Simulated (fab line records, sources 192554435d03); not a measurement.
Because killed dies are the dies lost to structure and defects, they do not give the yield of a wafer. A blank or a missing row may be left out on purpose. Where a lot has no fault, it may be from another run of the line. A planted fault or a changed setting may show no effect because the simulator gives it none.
fab line records + flow n5_finfet
record
- lots=7
- wafers=39
route steps=1938 shown BEOL_M10@1533 BEOL_M12@1616 BEOL_M15@1809
start_h: the number of hours between the record's first day and the start of the first shown wafer of the lot + wait_h: time in hours since the lot's previous step + " as in the row above + L1.1+2: a row that stands for several wafers + - no value, or no start given + * or withheld: withheld + < > ~ a bound
route shown NAME@n: NAME is a module with steps in the file, n the number in the route of the first one + usual: the fault-free wafers' mean and standard deviation + same: alike in all rows + chamber/n: place in a boat + sites: readings site by site + _std_site: standard deviation of those values + _edge_site: the outer-site mean with the inner-site mean subtracted + radius_mm: for every site, how far away it sits from the centre of the wafer + mask NAME#n: copy n + behind: the most recent tool/chamber to have shaped the wafer + hold: why the lot was held/for how many hours/how that ended + device: the n, p or np transistor that did not switch + end of line: the tests these same wafers got at the end of their route + a step given without rows: its recipe and nothing more + killed: count of dies lost to structure and defects at first sort (not the wafer's yield) + map: the dies of a wafer, with x for killed, . for not killed, _ for no die there
set.NAME: the setting as run; set.NAME@STEP: as run at that earlier step + model.NAME: the simulator's own value behind a step, which no gauge read
lots with deliberately changed settings; one table per step, one row per wafer
## steps
# step N5_BEOL_M10_DEP_56
# recipe
- material=SiCN
- target_thk_a=150
- temp_c=withheld
- precursor=3MS/NH3
- pressure_torr=3
- rf_w=202
- time_s=26.5
| lot.wafer  | tool     | chamber | start_h | wait_h | set.target_thk_a | model.SiCN_of_BEOL_M10_DEP_56.thk_nm |
|------------|----------|---------|---------|--------|------------------|--------------------------------------|
| L074.1     | pecvd-04 | 1       | 228.53  | 0.0    | 214.6            | 21.2                                 |
| L074.2     | "        | 2       | "       | "      | 150              | 14.4                                 |
| L074.3     | "        | 0       | "       | "      | 150              | 14.8                                 |
| L074.4     | "        | 2       | "       | "      | 214.6            | 21.4                                 |
| L074.5     | "        | 1       | "       | "      | 150              | 15.4                                 |
| L074.6     | "        | 0       | "       | "      | 214.6            | 21.8                                 |
| L083.3     | pecvd-02 | 0       | 269.00  | 0.0    | 150              | 14.6                                 |
| L083.4+6   | "        | 1,2     | "       | "      | 150              | 15.2                                 |
| L082.1+4   | pecvd-04 | 0,2     | 270.45  | 0.0    | 150              | 14.6                                 |
| L082.2     | "        | 2       | "       | "      | 106.5            | 10                                   |
| L082.3     | "        | 0       | "       | "      | 150              | 14.8                                 |
| L082.5+6   | "        | 0,2     | "       | "      | 106.5            | 10.4                                 |
| L089.1     | pecvd-01 | 0       | 318.10  | 0.0    | 150              | 14.8                                 |
| L089.2     | "        | 1       | "       | "      | 110.6            | 10.8                                 |
| L089.3     | "        | 2       | "       | "      | 110.6            | 11                                   |
| L089.4     | "        | 1       | "       | "      | 150              | 15                                   |
| L089.5     | "        | 2       | "       | "      | 110.6            | 11.2                                 |
| L089.6     | "        | 0       | "       | "      | 150              | 15.2                                 |
| L091.1     | pecvd-02 | 0       | 321.01  | 0.0    | 150              | 15.2                                 |
| L091.2+5+6 | "        | 1,1,2   | "       | "      | 150              | 15                                   |
| L091.3     | "        | 2       | "       | "      | 150              | 14.8                                 |
| L091.4     | "        | 0       | "       | "      | 150              | 15.4                                 |
| L093.1+2   | pecvd-01 | 2,0     | 336.79  | 0.0    | 215.1            | 21.4                                 |
| L093.3+4   | "        | 1,2     | "       | "      | 150              | 15                                   |
| L093.5     | "        | 1       | "       | "      | 150              | 15.2                                 |
| L093.6     | "        | 0       | "       | "      | 215.1            | 21.6                                 |
| L096.1     | pecvd-04 | 0       | 346.96  | 0.0    | 211.3            | 21                                   |
| L096.2+4   | "        | 1,2     | "       | "      | 150              | 14.8                                 |
| L096.3     | "        | 2       | "       | "      | 211.3            | 20.8                                 |
| L096.5     | "        | 0       | "       | "      | 150              | 15                                   |
| L096.6     | "        | 1       | "       | "      | 211.3            | 21.2                                 |
# step N5_BEOL_M12_ETCH_59
# recipe
- chemistry=N2/H2
- target=BARC
- target_depth_a=890
- overetch_a=267
- time_s=67.9
- ion_energy_ev=200
- pressure_mtorr=30
- source_w=840
- bias_w=150
- n2_flow_sccm=200
- h2_flow_sccm=200
| lot.wafer | tool        | chamber | start_h | wait_h | set.target_depth_a | model.coat_of_BEOL_M12_COAT_04.thk_nm |
|-----------|-------------|---------|---------|--------|--------------------|---------------------------------------|
| L074.1    | rie_diel-04 | 1       | 236.69  | 0.0    | 890                | 317.4                                 |
| L074.2    | "           | 3       | "       | "      | 890                | 319.2                                 |
| L074.3    | "           | 0       | "       | "      | 890                | 316.4                                 |
| L074.4    | "           | 2       | "       | "      | 890                | 318                                   |
| L074.5    | "           | 0       | "       | "      | 890                | 318.4                                 |
| L074.6    | "           | 3       | "       | "      | 890                | 319.6                                 |
| L083.3    | rie_diel-03 | 3       | 279.24  | 0.0    | 890                | 318.8                                 |
| L083.4    | "           | 2       | "       | "      | 890                | 320.4                                 |
| L083.6    | "           | 3       | "       | "      | 890                | 317.6                                 |
| L082.1    | rie_diel-03 | 1       | 280.52  | 0.0    | 890                | 313.4                                 |
| L082.2    | "           | 2       | "       | "      | 890                | 316.6                                 |
| L082.3    | "           | 0       | "       | "      | 1342               | 290.2                                 |
| L082.4    | "           | 3       | "       | "      | 890                | 314.6                                 |
| L082.5    | "           | 3       | "       | "      | 1342               | 288.2                                 |
| L082.6    | "           | 2       | "       | "      | 1342               | 290.4                                 |
| L089.1    | rie_diel-04 | 3       | 324.81  | 0.0    | 890                | 316.6                                 |
| L089.2+4  | "           | 2,1     | "       | "      | 890                | 316                                   |
| L089.3    | "           | 0       | "       | "      | 890                | 317.4                                 |
| L089.5    | "           | 1       | "       | "      | 890                | 316.2                                 |
| L089.6    | "           | 0       | "       | "      | 890                | 316.4                                 |
| L091.1    | rie_diel-04 | 0       | 330.07  | 0.0    | 890                | 317.8                                 |
| L091.2    | "           | 3       | "       | "      | 890                | 318.2                                 |
| L091.3    | "           | 1       | "       | "      | 531.1              | 337.8                                 |
| L091.4    | "           | 2       | "       | "      | 531.1              | 337                                   |
| L091.5    | "           | 3       | "       | "      | 531.1              | 337.4                                 |
| L091.6    | "           | 0       | "       | "      | 890                | 317.2                                 |
| L093.1    | rie_diel-05 | 2       | 344.66  | 0.0    | 617.8              | 333.2                                 |
| L093.2    | "           | 0       | "       | "      | 617.8              | 331                                   |
| L093.3    | "           | 3       | "       | "      | 890                | 316.4                                 |
| L093.4    | "           | 1       | "       | "      | 617.8              | 334.2                                 |
| L093.5    | "           | 3       | "       | "      | 890                | 317                                   |
| L093.6    | "           | 0       | "       | "      | 890                | 316.2                                 |
| L096.1+2  | rie_diel-03 | 1,3     | 356.60  | 0.0    | 890                | 315.8                                 |
| L096.3    | "           | 0       | "       | "      | 673.7              | 330                                   |
| L096.4    | "           | 2       | "       | "      | 673.7              | 329.8                                 |
| L096.5    | "           | 2       | "       | "      | 673.7              | 331                                   |
| L096.6    | "           | 1       | "       | "      | 890                | 317.2                                 |
# step N5_BEOL_M12_VIA_ETCH_16
# recipe
- chemistry=C4F8/O2/Ar
- target=SiOC
- pressure_mtorr=30
- source_w=3000
- bias_w=700
- Ar_flow_sccm=400
- C4F8_flow_sccm=15
- O2_flow_sccm=8
- he_inner_torr=15
- he_outer_torr=30
- target_depth_a=7248
- time_s=withheld
- ion_energy_ev=250
- ends=cleared
# step N5_BEOL_M12_STRIP_63
# recipe
- chemistry=N2/H2
- power_w=1000
- temp_c=250
- h2_frac=0.65
- overash_fraction=0.3
- pressure_mtorr=1000
- n2_flow_sccm=1750
- h2_flow_sccm=3250
# usual
- strip_time_to_endpoint_s=42.2/0.83
| lot.wafer | tool            | chamber | start_h | wait_h | set.target_depth_a@BEOL_M12_ETCH_59 | strip_time_to_endpoint_s |
|-----------|-----------------|---------|---------|--------|-------------------------------------|--------------------------|
| L074.1    | plasma_asher-01 | 0       | 236.94  | -      | 890                                 | 43.6                     |
| L074.2    | "               | 1       | "       | "      | 890                                 | 43.0                     |
| L074.3    | "               | 1       | "       | "      | 890                                 | 42.7                     |
| L074.4    | "               | 0       | "       | "      | 890                                 | 42.4                     |
| L074.5    | "               | 1       | "       | "      | 890                                 | 42.3                     |
| L074.6    | "               | 0       | "       | "      | 890                                 | 42.2                     |
| L083.3    | plasma_asher-01 | 1       | 279.51  | -      | 890                                 | 43.1                     |
| L083.4    | "               | 0       | "       | "      | 890                                 | 43.1                     |
| L083.6    | "               | 1       | "       | "      | 890                                 | 41.8                     |
| L082.1    | plasma_asher-01 | 0       | 280.77  | -      | 890                                 | 42.1                     |
| L082.2    | "               | 1       | "       | "      | 890                                 | 42.7                     |
| L082.3    | "               | 0       | "       | "      | 1342                                | 34.4                     |
| L082.4    | "               | 1       | "       | "      | 890                                 | 41.3                     |
| L082.5    | "               | 1       | "       | "      | 1342                                | 33.9                     |
| L082.6    | "               | 0       | "       | "      | 1342                                | 35.6                     |
| L089.1    | plasma_asher-02 | 1       | 325.06  | -      | 890                                 | 41.7                     |
| L089.2    | "               | 0       | "       | "      | 890                                 | 40.8                     |
| L089.3    | "               | 1       | "       | "      | 890                                 | 41.5                     |
| L089.4    | "               | 0       | "       | "      | 890                                 | 41.2                     |
| L089.5    | "               | 1       | "       | "      | 890                                 | 41.1                     |
| L089.6    | "               | 0       | "       | "      | 890                                 | 41.6                     |
| L091.1    | plasma_asher-01 | 0       | 330.32  | -      | 890                                 | 43.9                     |
| L091.2    | "               | 1       | "       | "      | 890                                 | 42.7                     |
| L091.3    | "               | 1       | "       | "      | 531.1                               | 49.0                     |
| L091.4    | "               | 0       | "       | "      | 531.1                               | 48.1                     |
| L091.5    | "               | 1       | "       | "      | 531.1                               | 47.2                     |
| L091.6    | "               | 0       | "       | "      | 890                                 | 42.8                     |
| L093.1    | plasma_asher-02 | 1       | 344.92  | -      | 617.8                               | 47.0                     |
| L093.2    | "               | 0       | "       | "      | 617.8                               | 46.0                     |
| L093.3    | "               | 1       | "       | "      | 890                                 | 43.3                     |
| L093.4    | "               | 0       | "       | "      | 617.8                               | 46.5                     |
| L093.5    | "               | 0       | "       | "      | 890                                 | 42.6                     |
| L093.6    | "               | 1       | "       | "      | 890                                 | 41.7                     |
| L096.1    | plasma_asher-01 | 1       | 356.85  | -      | 890                                 | 42.7                     |
| L096.2    | "               | 0       | "       | "      | 890                                 | 41.6                     |
| L096.3    | "               | 1       | "       | "      | 673.7                               | 46.1                     |
| L096.4    | "               | 0       | "       | "      | 673.7                               | 45.5                     |
| L096.5    | "               | 1       | "       | "      | 673.7                               | 45.1                     |
| L096.6    | "               | 0       | "       | "      | 890                                 | 41.4                     |
# step N5_BEOL_M15_TRENCH_ETCH_34
# recipe
- chemistry=C4F8/O2/Ar
- target=SiO2
- target_depth_a=8729.3
- he_inner_torr=15
- he_outer_torr=30
- time_s=199
- ion_energy_ev=800
- pressure_mtorr=20
- source_w=1905
- bias_w=2040
- Ar_flow_sccm=400
- C4F8_flow_sccm=16
- O2_flow_sccm=12
| lot.wafer | tool        | chamber | start_h | wait_h | set.time_s | model.etch.depth_nm | model.coat_of_BEOL_M15_COAT_22.thk_nm |
|-----------|-------------|---------|---------|--------|------------|---------------------|---------------------------------------|
| L074.1    | rie_diel-02 | 3       | 252.53  | 0.0    | 199        | 887.7               | 533.6                                 |
| L074.2    | "           | 1       | "       | "      | 199        | 902.9               | 533.2                                 |
| L074.3    | "           | 2       | "       | "      | 199        | 893.2               | 536.6                                 |
| L074.4    | "           | 0       | "       | "      | 199        | 856.2               | 546.8                                 |
| L074.5    | "           | 3       | "       | "      | 199        | 897.2               | 534.8                                 |
| L074.6    | "           | 2       | "       | "      | 199        | 891.7               | 540                                   |
| L083.3    | rie_diel-02 | 2       | 296.64  | 0.0    | 199        | 887.1               | 538.8                                 |
| L083.4    | "           | 0       | "       | "      | 199        | 875.5               | 545.4                                 |
| L083.6    | "           | 2       | "       | "      | 199        | 885.6               | 538.6                                 |
| L082.1    | rie_diel-06 | 0       | 297.39  | 0.0    | 199        | 877.9               | 547                                   |
| L082.2    | "           | 3       | "       | "      | 199        | 871.4               | 543.8                                 |
| L082.3    | "           | 2       | "       | "      | 236        | 1047                | 512.4                                 |
| L082.4    | "           | 1       | "       | "      | 236        | 1030                | 514.8                                 |
| L082.5    | "           | 0       | "       | "      | 199        | 877.5               | 544.4                                 |
| L082.6    | "           | 1       | "       | "      | 236        | 1023                | 514                                   |
| L089.1    | rie_diel-02 | 0       | 345.43  | 0.0    | 230.1      | 1025                | 507.6                                 |
| L089.2    | "           | 3       | "       | "      | 230.1      | 1029                | 505.6                                 |
| L089.3    | "           | 1       | "       | "      | 230.1      | 1052                | 502.2                                 |
| L089.4    | "           | 2       | "       | "      | 199        | 887.2               | 536.4                                 |
| L089.5    | "           | 0       | "       | "      | 199        | 880.8               | 537.4                                 |
| L089.6    | "           | 1       | "       | "      | 199        | 912.6               | 528.4                                 |
| L091.1    | rie_diel-01 | 1       | 353.85  | 0.0    | 199        | 882.4               | 542.4                                 |
| L091.2    | "           | 0       | "       | "      | 199        | 890.7               | 547.6                                 |
| L091.3    | "           | 3       | "       | "      | 315.9      | 1358                | 452.8                                 |
| L091.4    | "           | 2       | "       | "      | 315.9      | 1350                | 451                                   |
| L091.5    | "           | 0       | "       | "      | 199        | 886.7               | 552                                   |
| L091.6    | "           | 3       | "       | "      | 315.9      | 1367                | 452                                   |
| L093.1    | rie_diel-02 | 0       | 365.41  | 0.0    | 199        | 880.7               | 540                                   |
| L093.2    | "           | 1       | "       | "      | 199        | 896.5               | 533.4                                 |
| L093.3    | "           | 2       | "       | "      | 199        | 875.7               | 538.8                                 |
| L093.4    | "           | 3       | "       | "      | 199        | 891.6               | 534.4                                 |
| L093.5    | "           | 1       | "       | "      | 199        | 902.5               | 532.2                                 |
| L093.6    | "           | 0       | "       | "      | 199        | 876.4               | 538.8                                 |
| L096.1    | rie_diel-02 | 0       | 381.91  | 0.0    | 199        | 883.2               | 540.6                                 |
| L096.2    | "           | 3       | "       | "      | 199        | 892.8               | 535.6                                 |
| L096.3    | "           | 2       | "       | "      | 199        | 885                 | 539                                   |
| L096.4    | "           | 1       | "       | "      | 199        | 896.8               | 533                                   |
| L096.5    | "           | 2       | "       | "      | 199        | 884.5               | 543.4                                 |
| L096.6    | "           | 1       | "       | "      | 199        | 897.1               | 533.4                                 |
# step N5_BEOL_M15_STRIP_36
# recipe
- chemistry=O2
- power_w=600
- temp_c=60
- pressure_mtorr=30
- rf_frequency_hz=6e+07
- bias_power_w=0
- overash_fraction=0.3
- o2_flow_sccm=225
# step N5_BEOL_M15_ECD_47
# recipe
- material=Cu
- target_thk_a=18600
# step N5_BEOL_M15_ANNEAL_48
# recipe
- temp_c=225
- time_s=90
- ambient=N2
# step N5_BEOL_M15_CMP_49
# recipe
- stop_on=SiO2
- t_overpolish_s=4.9
- down_force_psi=2
- platen_rpm=80
- clearing_platen_down_force_psi=2
- clearing_platen_rpm=80
- post_cmp_clean=cu_alkaline
- target_thk_nm=850
- clearing_platen_pad_velocity_m_s=1.5917
- pad_velocity_m_s=1.5917
| lot.wafer | tool   | chamber | start_h | wait_h | set.time_s@BEOL_M15_TRENCH_ETCH_34 | model.Cu_of_BEOL_M15_ECD_47.thk_nm |
|-----------|--------|---------|---------|--------|------------------------------------|------------------------------------|
| L074.3    | cmp-04 | 3       | 255.97  | 0.2    | 199                                | 870.6                              |
| L074.2    | "      | 0       | "       | "      | 199                                | 880.6                              |
| L074.1    | "      | 1       | "       | "      | 199                                | 866                                |
| L074.4    | "      | 2       | "       | "      | 199                                | 834                                |
| L074.6    | "      | 3       | "       | "      | 199                                | 869.2                              |
| L074.5    | "      | 0       | "       | "      | 199                                | 875.6                              |
| L083.3    | cmp-01 | 3       | 299.86  | 0.2    | 199                                | 861.8                              |
| L083.4    | "      | 0       | "       | "      | 199                                | 850.6                              |
| L083.6    | "      | 2       | "       | "      | 199                                | 860.6                              |
| L082.3    | cmp-03 | 2       | 300.04  | 0.2    | 236                                | 1022                               |
| L082.4    | "      | 3       | "       | "      | 236                                | 1006                               |
| L082.2    | "      | 0       | "       | "      | 199                                | 846.2                              |
| L082.1    | "      | 1       | "       | "      | 199                                | 855.4                              |
| L082.6    | "      | 2       | "       | "      | 236                                | 999                                |
| L082.5    | "      | 3       | "       | "      | 199                                | 853.8                              |
| L089.1    | cmp-03 | 1       | 348.04  | 0.3    | 230.1                              | 1004                               |
| L089.2    | "      | 2       | "       | "      | 230.1                              | 1006                               |
| L089.3    | "      | 3       | "       | "      | 230.1                              | 1028                               |
| L089.4    | "      | 0       | "       | "      | 199                                | 864.2                              |
| L089.6    | "      | 1       | "       | "      | 199                                | 889.6                              |
| L089.5    | "      | 2       | "       | "      | 199                                | 857.6                              |
| L091.2    | cmp-03 | 2       | 361.32  | 0.2    | 199                                | 867                                |
| L091.1    | "      | 3       | "       | "      | 199                                | 860.2                              |
| L091.4    | "      | 0       | "       | "      | 315.9                              | 1327                               |
| L091.3    | "      | 1       | "       | "      | 315.9                              | 1336                               |
| L091.6    | "      | 2       | "       | "      | 315.9                              | 1346                               |
| L091.5    | "      | 3       | "       | "      | 199                                | 863.4                              |
| L093.4    | cmp-03 | 3       | 371.84  | 0.1    | 199                                | 868.8                              |
| L093.3    | "      | 0       | "       | "      | 199                                | 853.4                              |
| L093.2    | "      | 1       | "       | "      | 199                                | 874.4                              |
| L093.1    | "      | 2       | "       | "      | 199                                | 859                                |
| L093.5    | "      | 3       | "       | "      | 199                                | 878.8                              |
| L093.6    | "      | 0       | "       | "      | 199                                | 852.4                              |
| L096.4    | cmp-03 | 3       | 383.56  | 0.1    | 199                                | 875                                |
| L096.3    | "      | 0       | "       | "      | 199                                | 862.6                              |
| L096.1    | "      | 1       | "       | "      | 199                                | 861.2                              |
| L096.2    | "      | 2       | "       | "      | 199                                | 871.4                              |
| L096.5    | "      | 3       | "       | "      | 199                                | 861.8                              |
| L096.6    | "      | 0       | "       | "      | 199                                | 874.8                              |
# step N5_BEOL_M15_THK_MEAS_50
# recipe
- thk_meas_gauge=xrf
- reads=Cu_of_BEOL_M15_ECD_47
# usual
- M15_THK=847/17
| lot.wafer | tool          | chamber | start_h | wait_h | set.time_s@BEOL_M15_TRENCH_ETCH_34 | M15_THK[nm] |
|-----------|---------------|---------|---------|--------|------------------------------------|-------------|
| L074.1    | film_metro-02 | -       | 256.27  | -      | 199                                | 855         |
| L074.2    | "             | -       | "       | "      | 199                                | 872         |
| L074.3    | "             | -       | "       | "      | 199                                | 862         |
| L074.4    | "             | -       | "       | "      | 199                                | 824         |
| L074.5    | "             | -       | "       | "      | 199                                | 866         |
| L074.6    | "             | -       | "       | "      | 199                                | 863         |
| L083.3    | film_metro-01 | -       | 300.08  | -      | 199                                | 857         |
| L083.4    | "             | -       | "       | "      | 199                                | 845         |
| L083.6    | "             | -       | "       | "      | 199                                | 855         |
| L082.1    | film_metro-01 | -       | 300.34  | -      | 199                                | 854         |
| L082.2    | "             | -       | "       | "      | 199                                | 840         |
| L082.3    | "             | -       | "       | "      | 236                                | 1015        |
| L082.4    | "             | -       | "       | "      | 236                                | 1003        |
| L082.5    | "             | -       | "       | "      | 199                                | 855         |
| L082.6    | "             | -       | "       | "      | 236                                | 997         |
| L089.1    | film_metro-02 | -       | 348.33  | -      | 230.1                              | 1001        |
| L089.2    | "             | -       | "       | "      | 230.1                              | 998         |
| L089.3    | "             | -       | "       | "      | 230.1                              | 1020        |
| L089.4    | "             | -       | "       | "      | 199                                | 857         |
| L089.5    | "             | -       | "       | "      | 199                                | 854         |
| L089.6    | "             | -       | "       | "      | 199                                | 887         |
| L091.1    | film_metro-01 | -       | 361.62  | -      | 199                                | 857         |
| L091.2    | "             | -       | "       | "      | 199                                | 866         |
| L091.3    | "             | -       | "       | "      | 315.9                              | 1335        |
| L091.4    | "             | -       | "       | "      | 315.9                              | 1321        |
| L091.5    | "             | -       | "       | "      | 199                                | 861         |
| L091.6    | "             | -       | "       | "      | 315.9                              | 1344        |
| L093.1    | film_metro-01 | -       | 372.14  | -      | 199                                | 860         |
| L093.2    | "             | -       | "       | "      | 199                                | 878         |
| L093.3    | "             | -       | "       | "      | 199                                | 856         |
| L093.4    | "             | -       | "       | "      | 199                                | 872         |
| L093.5    | "             | -       | "       | "      | 199                                | 881         |
| L093.6    | "             | -       | "       | "      | 199                                | 851         |
| L096.1    | film_metro-01 | -       | 383.86  | -      | 199                                | 857         |
| L096.2    | "             | -       | "       | "      | 199                                | 870         |
| L096.3    | "             | -       | "       | "      | 199                                | 860         |
| L096.4    | "             | -       | "       | "      | 199                                | 868         |
| L096.5    | "             | -       | "       | "      | 199                                | 859         |
| L096.6    | "             | -       | "       | "      | 199                                | 872         |
# step N5_BEOL_M15_PRE_CLEAN_52
# recipe
- gas=NH3
- time_s=15
- temp_c=withheld
- rf_power_w=300
# step N5_BEOL_M15_DEP_53
# recipe
- material=SiCN
- target_thk_a=500
- temp_c=withheld
- precursor=3MS/NH3
- pressure_torr=3
- rf_w=675
- time_s=17.8
# step N5_BEOL_M15_RS_MEAS_54
# recipe
- thk_meas_gauge=four-point-probe
- reads=Cu_of_BEOL_M15_ECD_47+Ta_of_BEOL_M15_SPUTTER_44+TaN_of_BEOL_M15_SPUTTER_43
# usual
- M15_RS=0.0215/0.00042
| lot.wafer | tool          | chamber | start_h | wait_h | set.time_s@BEOL_M15_TRENCH_ETCH_34 | M15_RS[ohm/sq] |
|-----------|---------------|---------|---------|--------|------------------------------------|----------------|
| L074.1    | film_metro-01 | -       | 256.43  | 0.1    | 199                                | 0.0212         |
| L074.2    | "             | -       | "       | "      | 199                                | 0.0208         |
| L074.3    | "             | -       | "       | "      | 199                                | 0.0210         |
| L074.4    | "             | -       | "       | "      | 199                                | 0.0220         |
| L074.5    | "             | -       | "       | "      | 199                                | 0.0209         |
| L074.6    | "             | -       | "       | "      | 199                                | 0.0211         |
| L083.3    | film_metro-02 | -       | 300.21  | 0.1    | 199                                | 0.0213         |
| L083.4    | "             | -       | "       | "      | 199                                | 0.0215         |
| L083.6    | "             | -       | "       | "      | 199                                | 0.0213         |
| L082.1    | film_metro-02 | -       | 300.46  | 0.0    | 199                                | 0.0214         |
| L082.2    | "             | -       | "       | "      | 199                                | 0.0217         |
| L082.3    | "             | -       | "       | "      | 236                                | 0.0179         |
| L082.4    | "             | -       | "       | "      | 236                                | 0.0182         |
| L082.5    | "             | -       | "       | "      | 199                                | 0.0215         |
| L082.6    | "             | -       | "       | "      | 236                                | 0.0183         |
| L089.1    | film_metro-02 | -       | 348.46  | 0.0    | 230.1                              | 0.0183         |
| L089.2    | "             | -       | "       | "      | 230.1                              | 0.0182         |
| L089.3    | "             | -       | "       | "      | 230.1                              | 0.0178         |
| L089.4    | "             | -       | "       | "      | 199                                | 0.0212         |
| L089.5    | "             | -       | "       | "      | 199                                | 0.0214         |
| L089.6    | "             | -       | "       | "      | 199                                | 0.0207         |
| L091.1    | film_metro-02 | -       | 361.74  | 0.0    | 199                                | 0.0214         |
| L091.2    | "             | -       | "       | "      | 199                                | 0.0212         |
| L091.3    | "             | -       | "       | "      | 315.9                              | 0.0136         |
| L091.4    | "             | -       | "       | "      | 315.9                              | 0.0137         |
| L091.5    | "             | -       | "       | "      | 199                                | 0.0212         |
| L091.6    | "             | -       | "       | "      | 315.9                              | 0.0135         |
| L093.1    | film_metro-02 | -       | 372.26  | 0.0    | 199                                | 0.0214         |
| L093.2    | "             | -       | "       | "      | 199                                | 0.0210         |
| L093.3    | "             | -       | "       | "      | 199                                | 0.0215         |
| L093.4    | "             | -       | "       | "      | 199                                | 0.0211         |
| L093.5    | "             | -       | "       | "      | 199                                | 0.0208         |
| L093.6    | "             | -       | "       | "      | 199                                | 0.0216         |
| L096.1    | film_metro-02 | -       | 384.00  | 0.1    | 199                                | 0.0213         |
| L096.2    | "             | -       | "       | "      | 199                                | 0.0210         |
| L096.3    | "             | -       | "       | "      | 199                                | 0.0213         |
| L096.4    | "             | -       | "       | "      | 199                                | 0.0209         |
| L096.5    | "             | -       | "       | "      | 199                                | 0.0213         |
| L096.6    | "             | -       | "       | "      | 199                                | 0.0210         |
## key
split
- step=N5_BEOL_M10_DEP_56
- setting=target_thk_a
- stated=150
- by=wafer
response
- step=N5_BEOL_M10_DEP_56
- reading=model.SiCN_of_BEOL_M10_DEP_56.thk_nm
- change=+0.151
- per=1%
- r=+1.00
split
- step=N5_BEOL_M12_ETCH_59
- setting=target_depth_a
- stated=890
- by=wafer
response
- step=N5_BEOL_M12_ETCH_59
- reading=model.coat_of_BEOL_M12_COAT_04.thk_nm
- change=-0.508
- per=1%
- r=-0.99
response
- step=N5_BEOL_M12_STRIP_63
- reading=strip_time_to_endpoint_s
- change=*
- per=1%
- r=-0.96
split
- step=N5_BEOL_M15_TRENCH_ETCH_34
- setting=time_s
- stated=199
- by=wafer
response
- step=N5_BEOL_M15_TRENCH_ETCH_34
- reading=model.etch.depth_nm
- change=+8.13
- per=1%
- r=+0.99
response
- step=N5_BEOL_M15_TRENCH_ETCH_34
- reading=model.coat_of_BEOL_M15_COAT_22.thk_nm
- change=-1.64
- per=1%
- r=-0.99
response
- step=N5_BEOL_M15_CMP_49
- reading=model.Cu_of_BEOL_M15_ECD_47.thk_nm
- change=+8.15
- per=1%
- r=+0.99
response
- step=N5_BEOL_M15_THK_MEAS_50
- reading=M15_THK
- change=+8.12
- per=1%
- r=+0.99
response
- step=N5_BEOL_M15_RS_MEAS_54
- reading=M15_RS
- change=-0.000138
- per=1%
- r=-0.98
